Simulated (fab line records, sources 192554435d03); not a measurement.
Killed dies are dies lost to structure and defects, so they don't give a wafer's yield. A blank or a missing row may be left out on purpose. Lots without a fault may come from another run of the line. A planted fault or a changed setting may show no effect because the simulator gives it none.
A struck lot beside a sound one | flow n5_finfet | 14 steps out of a route of 1938
Sound: wafers L175.2, L175.3, L175.4. Struck: wafer L164.2. (L164.5 of the same lot was not struck and is left out.) The cause comes at the end.
At each step with rows: each side's tool, then ch and its chambers, then its first start. Under that, the readings that differ: sound wafers | struck wafers | difference of the means | sigmas: that difference in standard deviations of wafers without a fault.
alike: readings whose means differ by less than 2 such deviations, and words and numbers that are the same on both sides. not compared: withheld readings, readings that some wafer has no value for, bounds like >300 that may hide the same value, and numbers for which the record gives no deviation and whose values overlap.
The two part at a step that has a row with sigmas, a row that says differs or no value, or rows on one side only. Numbers that don't overlap but have no deviation are shown without sigmas and don't part them. A reading that every wafer of one side lacks parts them only if that side has two wafers or more.

first, 5 steps without rows for these wafers: N5_BEOL_M11_EBR_24; N5_BEOL_M11_SOFTBAKE_23 (time 60 s); N5_BEOL_M11_EXPOSE_25 (exposes mask V10); N5_BEOL_M11_PEB_26 (peb time 60 s); N5_BEOL_M11_DEVELOP_27 (develop time 30 s).
N5_BEOL_M11_CD_MEAS_28: target cd 70 nm.
  sound on cd_sem-02 ch 0, day 14 22:15; struck on cd_sem-03 ch 0, day 12 09:29
  alike: cd_nm
N5_BEOL_M11_OVL_MEAS_29:
  sound on overlay-02 ch 0, day 14 22:17; struck on overlay-01 ch 0, day 12 09:32
  reading      | sound       | struck | difference | sigmas
  V10_OVL (nm) | 0.8 0.8 1.6 | -0.6   | -1.7       | -2
N5_BEOL_M11_INSPECT_30: inspects for defects (brightfield).
  sound on defect_inspect-01, day 14 22:18; struck on defect_inspect-02, day 12 09:33
  reading          | sound       | struck | difference | sigmas
  raw_defect_count | 439 475 578 | 306    | -191       | -3
N5_BEOL_M11_DESCUM_33: chemistry O2, time 7.9 s.
  sound on rie_diel-02 ch 0,1,2, day 14 22:53; struck on rie_diel-03 ch 2, day 12 09:37
  alike: bias_power_w, chamber_pressure_mTorr, drypump_motor_current_A, oes_product_au, rf_fwd_power_W, rf_vpp_V, showerhead_plenum_p_Torr, temp_c, throttle_valve_pct
  not compared: rf_hours_counter_h
N5_BEOL_M11_ETCH_65: etches SiARC in CF4, target depth 39 nm, time 65 s.
  sound on rie_diel-02 ch 0,1,2, day 14 22:56; struck on rie_diel-03 ch 2, day 12 09:40
  alike: chamber_pressure_mTorr, drypump_motor_current_A, etch_rf_on_time_s, oes_product_au, rf_fwd_power_W, rf_vpp_V, showerhead_plenum_p_Torr, throttle_valve_pct
  not compared: rf_hours_counter_h
N5_BEOL_M11_ETCH_66: etches SOC in N2/H2, target depth 120 nm, overetch 24 nm, time 180 s.
  sound on rie_diel-02 ch 0,1,2, day 14 22:59; struck on rie_diel-03 ch 2, day 12 09:43
  reading                     | sound       | struck | difference | sigmas
  drypump_motor_current_A (A) | 6.3 6.0 6.2 | 5.3    | -0.9       | -2
  alike: chamber_pressure_mTorr, oes_product_au, rf_fwd_power_W, rf_vpp_V, run_length_s, showerhead_plenum_p_Torr, temp_c, throttle_valve_pct
  not compared: rf_hours_counter_h
then, 1 step without rows for these wafers: N5_BEOL_M11_STRIP_69 (strips in N2/H2).
N5_BEOL_M11_VIA_ETCH_34: etches SiCOH lowk in C4F6/O2, target depth 184.5 nm, time 69.2 s.
  sound on rie_diel-02 ch 0,1,2, day 14 23:06; struck on rie_diel-03 ch 2, day 12 09:50
  reading                  | sound           | struck | difference | sigmas
  run_length_s (s)         | 92.3 92.8 91.9  | 88.3   | -4.0       | -9
  model.etch.depth_nm (nm) | 180.2 183 182.5 | 169.5  | -12.4      |
  alike: chamber_pressure_mTorr, drypump_motor_current_A, oes_product_au, rf_vpp_V, showerhead_plenum_p_Torr, throttle_valve_pct
  not compared: rf_fwd_power_W, rf_hours_counter_h, model.SOC_of_BEOL_M11_COAT_63.thk_nm
then, 1 step without rows for these wafers: N5_BEOL_M11_STRIP_73 (strips in C4F6/O2).

WHERE THEY PART
First at N5_BEOL_M11_OVL_MEAS_29; last, within this record, at N5_BEOL_M11_VIA_ETCH_34.

WHY: what the simulator had put in
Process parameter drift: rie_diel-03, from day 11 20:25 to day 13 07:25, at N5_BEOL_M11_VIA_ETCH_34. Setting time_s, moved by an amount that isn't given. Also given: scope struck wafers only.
